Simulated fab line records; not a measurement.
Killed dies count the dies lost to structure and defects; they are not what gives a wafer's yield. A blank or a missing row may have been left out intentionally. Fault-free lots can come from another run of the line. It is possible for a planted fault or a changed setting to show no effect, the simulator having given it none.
Split-lot study | flow n5-finfet | on a route of 1938 steps: 7 lots, 21 wafers read

## ON THE SPLIT
At N5_BEOL_M5_COAT_59 (time 60 s, resist thk 60 nm), the setting spin-rpm was moved away from the recipe's 1500 rpm on 6 of the 21 wafers read, by -10.2% to +10.8%. For the rest of the wafers, this setting stayed at what the recipe calls for.

## FROM THE SPLIT TO THE READING: what the file shows between them, 4 steps
- N5_BEOL_M5_COAT_60: time 60 s, resist thk 12 nm
- N5_BEOL_M5_COAT_71: time 60 s, resist thk 5 nm
- N5_BEOL_M5_ETCH_72: etches underlayer in N2/H2, target depth 6.5 nm, time 5.2 s
- N5_BEOL_M5_ETCH_61: etches SiARC in CF4, target depth 15.6 nm, time 26 s

## THE READING
etch.depth-nm (the simulator's own value, which no gauge read), in nm, at N5_BEOL_M5_ETCH_62 (etches SOC in N2/H2, target depth 75 nm, overetch 15 nm, time 112.5 s). There is no usual value for it anywhere in the file. The 15 wafers here that ran the recipe average 59.98 nm, standard deviation 0.17 nm.

wafer  | tool, chamber at the split | spin-rpm as run, rpm | against the recipe | etch.depth-nm, nm | against lot-mates on the recipe
L075.2 | litho-track-05, 0          | 1500                 | recipe             | 59.76             | -
L075.4 | litho-track-05, 0          | 1500                 | recipe             | 59.83             | -
L075.5 | litho-track-05, 0          | 1500                 | recipe             | 59.71             | -
L077.1 | litho-track-04, 0          | 1500                 | recipe             | 59.95             | -
L077.3 | litho-track-04, 0          | 1500                 | recipe             | 60.11             | -
L077.5 | litho-track-04, 0          | 1500                 | recipe             | 60.02             | -
L080.2 | litho-track-05, 0          | 1347                 | -10.2%             | 63.51             | +3.57
L080.5 | litho-track-05, 0          | 1500                 | recipe             | 59.94             | -
L080.6 | litho-track-05, 0          | 1347                 | -10.2%             | 63.21             | +3.27
L085.2 | litho-track-04, 0          | 1500                 | recipe             | 59.98             | -
L085.3 | litho-track-04, 0          | 1500                 | recipe             | 59.77             | -
L085.4 | litho-track-04, 0          | 1500                 | recipe             | 59.95             | -
L095.3 | litho-track-04, 0          | 1500                 | recipe             | 60.19             | -
L095.4 | litho-track-04, 0          | 1500                 | recipe             | 60.28             | -
L095.6 | litho-track-04, 0          | 1500                 | recipe             | 60.21             | -
L096.1 | litho-track-05, 0          | 1396                 | -6.9%              | 62.04             | +1.94
L096.3 | litho-track-05, 0          | 1500                 | recipe             | 60.1              | -
L096.4 | litho-track-05, 0          | 1396                 | -6.9%              | 62.03             | +1.93
L097.3 | litho-track-04, 0          | 1500                 | recipe             | 59.95             | -
L097.4 | litho-track-04, 0          | 1662                 | +10.8%             | 56.85             | -3.10
L097.5 | litho-track-04, 0          | 1662                 | +10.8%             | 56.94             | -3.01

THE FIT
A straight line over all 21 wafers: etch.depth-nm changes by -0.304 nm for each +1% of spin-rpm; r = -0.99; the points scatter about the line by 0.19 nm.
The same after taking each lot's own level away (the mean of its wafers on the recipe; 21 wafers): -0.302 nm for each +1%; r = -1.00; scatter 0.15 nm.
On that fit, the largest move of spin-rpm shifts the reading by 3.3 nm.
The lots' own levels span 59.767 to 60.227 nm, that is 2.8 times the standard deviation above.
So the lot-to-lot level changes the slope little: the two slopes agree.
Check: with one of the wafers moved furthest among these (+10.8%) left out of the fit, the line predicts -3.27 nm for it against its lot-mates. It came out at -3.1 nm against them.

## OTHER SPLITS ON THESE WAFERS
These wafers also went through other splits before the reading. Each is held against what the fit with the lots' levels taken away leaves over:
other split on the same wafers    | wafers away from the commonest value | r with etch.depth-nm (lot level and that fit taken away)
N5_BEOL_M2_DESCUM_33 time-s       | 4                                    | +0.03
N5_BEOL_M2_VIA_ETCH_34 time-s     | 6                                    | -0.05
N5_BEOL_M3_HM_DEP_02 target-thk-a | 6                                    | -0.61
N5_BEOL_M3_COAT_05 spin-rpm       | 6                                    | -0.39

## THE WHOLE CHAIN: every reading that the file lists as answering this split, in the file's order
step               | what it does                                                          | reading                                                                        | change (the file's fit)               | r (the file's)
N5_BEOL_M5_COAT_59 | time 60 s, resist thk 60 nm                                           | SOC_of_BEOL_M5_COAT_59.thk-nm (the simulator's own value, which no gauge read) | -0.3 nm for each +1% of the setting   | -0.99
N5_BEOL_M5_ETCH_62 | etches SOC in N2/H2, target depth 75 nm, overetch 15 nm, time 112.5 s | etch.depth-nm (the simulator's own value, which no gauge read)                 | -0.302 nm for each +1% of the setting | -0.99

## THE FILE'S OWN FIT
etch.depth-nm changes by -0.302 nm for each +1% of spin-rpm, r = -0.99.
